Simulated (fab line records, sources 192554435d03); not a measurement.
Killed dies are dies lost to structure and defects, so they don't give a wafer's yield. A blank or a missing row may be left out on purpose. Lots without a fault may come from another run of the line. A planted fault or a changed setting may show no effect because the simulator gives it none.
Split-lot experiment | flow n5_finfet | 7 lots, 21 wafers read, on a route of 1938 steps

THE SPLIT
At N5_BEOL_M15_PEB_26 (peb time 90 s), the setting peb_temp_c was moved away from the recipe's 130 C on 2 of the 21 wafers read, by +1.6% to +2.8%. The other wafers ran this setting at the recipe's value.

FROM THE SPLIT TO THE READING: what the file shows between them, 2 steps
- N5_BEOL_M15_DEVELOP_27: develop time 45 s
- N5_BEOL_M15_HARDBAKE_32: time 120 s

THE READING
cd_nm, in nm, at N5_BEOL_M15_CD_MEAS_28 (target cd 407.6 nm). Fault-free wafers of this fab line usually give 408.2 nm, standard deviation 1.4 nm.

wafer  | tool, chamber at the split | peb_temp_c as run, C | against the recipe | cd_nm, nm | against lot-mates on the recipe
L074.2 | litho_track-02, 0          | 130                  | recipe             | 409.0     | -
L074.4 | litho_track-02, 0          | 130                  | recipe             | 408.2     | -
L074.6 | litho_track-02, 0          | 130                  | recipe             | 408.2     | -
L077.1 | litho_track-02, 0          | 130                  | recipe             | 406.9     | -
L077.4 | litho_track-02, 0          | 130                  | recipe             | 407.3     | -
L077.6 | litho_track-02, 0          | 130                  | recipe             | 408.5     | -
L078.1 | litho_track-02, 0          | 130                  | recipe             | 408.4     | -
L078.2 | litho_track-02, 0          | 130                  | recipe             | 406.2     | -
L078.4 | litho_track-02, 0          | 130                  | recipe             | 407.4     | -
L083.2 | litho_track-01, 0          | 130                  | recipe             | 407.0     | -
L083.5 | litho_track-01, 0          | 130                  | recipe             | 406.7     | -
L083.6 | litho_track-01, 0          | 130                  | recipe             | 407.6     | -
L082.1 | litho_track-02, 0          | 130                  | recipe             | 409.6     | -
L082.2 | litho_track-02, 0          | 133.7                | +2.8%              | 424.5     | +15.1
L082.3 | litho_track-02, 0          | 130                  | recipe             | 409.2     | -
L087.1 | litho_track-01, 0          | 130                  | recipe             | 405.4     | -
L087.2 | litho_track-01, 0          | 132.1                | +1.6%              | 415.9     | +9.2
L087.4 | litho_track-01, 0          | 130                  | recipe             | 408.0     | -
L093.1 | litho_track-01, 0          | 130                  | recipe             | 406.9     | -
L093.3 | litho_track-01, 0          | 130                  | recipe             | 407.8     | -
L093.5 | litho_track-01, 0          | 130                  | recipe             | 407.4     | -

THE FIT
A straight line over all 21 wafers: cd_nm changes by +5.72 nm for each +1% of peb_temp_c; r = +0.97; the points scatter about the line by 1.1 nm.
The same after taking each lot's own level away (the mean of its wafers on the recipe; 21 wafers): +5.4 nm for each +1%; r = +0.98; scatter 0.68 nm.
On that fit, the largest move of peb_temp_c shifts the reading by 15 nm.
The lots' own levels span 406.70 to 409.40 nm, that is 1.9 times the standard deviation above.
So the lot-to-lot level changes the slope little: the two slopes agree.
Check: with one of the wafers moved furthest among these (+2.8%) left out of the fit, the line predicts +16.2 nm for it against its lot-mates. It came out at +15.1 nm against them.

OTHER SPLITS ON THESE WAFERS
These wafers also went through other splits before the reading. Each is held against what the fit with the lots' levels taken away leaves over:
other split on the same wafers    | wafers away from the commonest value | r with cd_nm (lot level and that fit taken away)
N5_BEOL_M14_ETCH_68 time_s        | 8                                    | +0.43
N5_BEOL_M14_TRENCH_ETCH_34 bias_w | 4                                    | -0.17

THE WHOLE CHAIN: every reading that the file lists as answering this split, in the file's order
step                       | what it does                                                            | reading                                                         | change (the file's fit)              | r (the file's)
N5_BEOL_M15_CD_MEAS_28     | target cd 407.6 nm                                                      | cd_nm                                                           | +5.39 nm for each +1% of the setting | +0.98
N5_BEOL_M15_DESCUM_33      | chemistry O2, time 7.9 s                                                | BEOL_M15.cd_nm (the simulator's own value, which no gauge read) | +5.48 nm for each +1% of the setting | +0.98
N5_BEOL_M15_ETCH_61        | etches BARC in N2/H2, target depth 89 nm, overetch 26.7 nm, time 67.9 s | BEOL_M15.cd_nm (the simulator's own value, which no gauge read) | +5.57 nm for each +1% of the setting | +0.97
N5_BEOL_M15_TRENCH_ETCH_34 | etches SiO2 in C4F8/O2/Ar, target depth 872.93 nm, time 199 s           | BEOL_M15.cd_nm (the simulator's own value, which no gauge read) | +5.34 nm for each +1% of the setting | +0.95

THE FILE'S OWN FIT
cd_nm changes by +5.39 nm for each +1% of peb_temp_c, r = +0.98.
